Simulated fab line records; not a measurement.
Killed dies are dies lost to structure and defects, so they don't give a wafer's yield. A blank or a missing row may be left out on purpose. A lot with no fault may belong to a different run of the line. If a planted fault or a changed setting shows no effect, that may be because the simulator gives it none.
A struck lot beside a sound one	flow nand_harc	14 steps out of a route of 1302
Sound: the wafers L499.1, L499.2, L499.6. The struck wafers were L516.1, L516.2, L516.3. The cause is given at the end.
For every step that has rows: the tool of each side, followed by ch and its chambers, followed by its first start. Under that, the readings that differ: sound wafers	struck wafers	difference of the means	sigmas: that difference in standard deviations of wafers without a fault.
alike: readings whose means differ by less than 2 such deviations, and words and numbers that are the same on both sides. not compared: withheld readings, readings that some wafer has no value for, bounds like >300 that may hide the same value, and numbers for which the record gives no deviation and whose values overlap.
The two part at a step that has a row with sigmas, a row that says differs or no value, or rows on one side only. When numbers do not overlap yet have no deviation, they are printed without sigmas and do not part them. A reading missing from all wafers of one side parts the sides only when that side holds two or more wafers.

NHARC_A_ONON_D2_THK_MEAS_14: measures by ellipsometry.
  sound on film_metro-02, day 14 00:07; struck on film_metro-02, day 19 12:36
  alike: thk_nm
then, 2 steps without rows for these wafers: NHARC_A_ONON_D2_ANNEAL_15 (time 3600 s); NHARC_A_ONON_D2_DEP_16 (target thk 1000 nm).
NHARC_A_ONON_D2_THK_MEAS_18: measures by ellipsometry.
  sound on film_metro-01, day 14 09:20; struck on film_metro-01, day 19 20:00
  alike: thk_nm
following that, 1 step holds no rows for these wafers, namely NHARC_A_ONON_D2_DEP_19 (target thickness 1000 nm).
NHARC_A_ONON_D2_THK_MEAS_21: measures by ellipsometry.
  sound on film_metro-02, day 14 09:53; struck on film_metro-01, day 19 20:34
  alike: thk_nm
following that, 1 step holds no rows for these wafers, namely NHARC_A_ONON_D2_DEP_22 (target thickness 1000 nm).
NHARC_A_ONON_D2_THK_MEAS_24: measures by ellipsometry.
  sound on film_metro-02, day 14 10:28; struck on film_metro-01, day 19 21:08
  alike: thk_nm
following that, 1 step holds no rows for these wafers, namely NHARC_A_ONON_D2_DEP_25 (target thickness 1000 nm).
NHARC_A_ONON_D2_THK_MEAS_27: measures by ellipsometry.
  sound on film_metro-01, day 14 11:01; struck on film_metro-02, day 19 21:42
  alike: thk_nm
following that, 1 step holds no rows for these wafers, namely NHARC_A_ONON_D2_DEP_28 (target thickness 1000 nm).
NHARC_A_ONON_D2_THK_MEAS_30: measures by ellipsometry.
  sound on film_metro-02, day 14 11:35; struck on film_metro-02, day 19 22:16
  alike: thk_nm
NHARC_A_ONON_D2_DEP_33: deposits SiO2, target thk 200 nm.
  sound on pecvd-03 ch 0,1,2, day 14 11:38; struck on pecvd-03 ch 0,1,2, day 19 22:19
  no value came back on the struck wafers for chamber_pressure_Torr (Torr), flow_sccm (sccm), heater_power_w (W), throttle_valve_pct (%); on the sound wafers chamber_pressure_Torr (Torr) reads 6.507 6.531 6.493
NHARC_END_SORT_01:
  the record has rows for the sound wafers here (prober-02 ch 0, day 26 17:07) and none for the struck ones

## WHERE THEY PART
First at NHARC_A_ONON_D2_DEP_33; last, within this record, at NHARC_END_SORT_01.

WHY: the cause the simulator had injected
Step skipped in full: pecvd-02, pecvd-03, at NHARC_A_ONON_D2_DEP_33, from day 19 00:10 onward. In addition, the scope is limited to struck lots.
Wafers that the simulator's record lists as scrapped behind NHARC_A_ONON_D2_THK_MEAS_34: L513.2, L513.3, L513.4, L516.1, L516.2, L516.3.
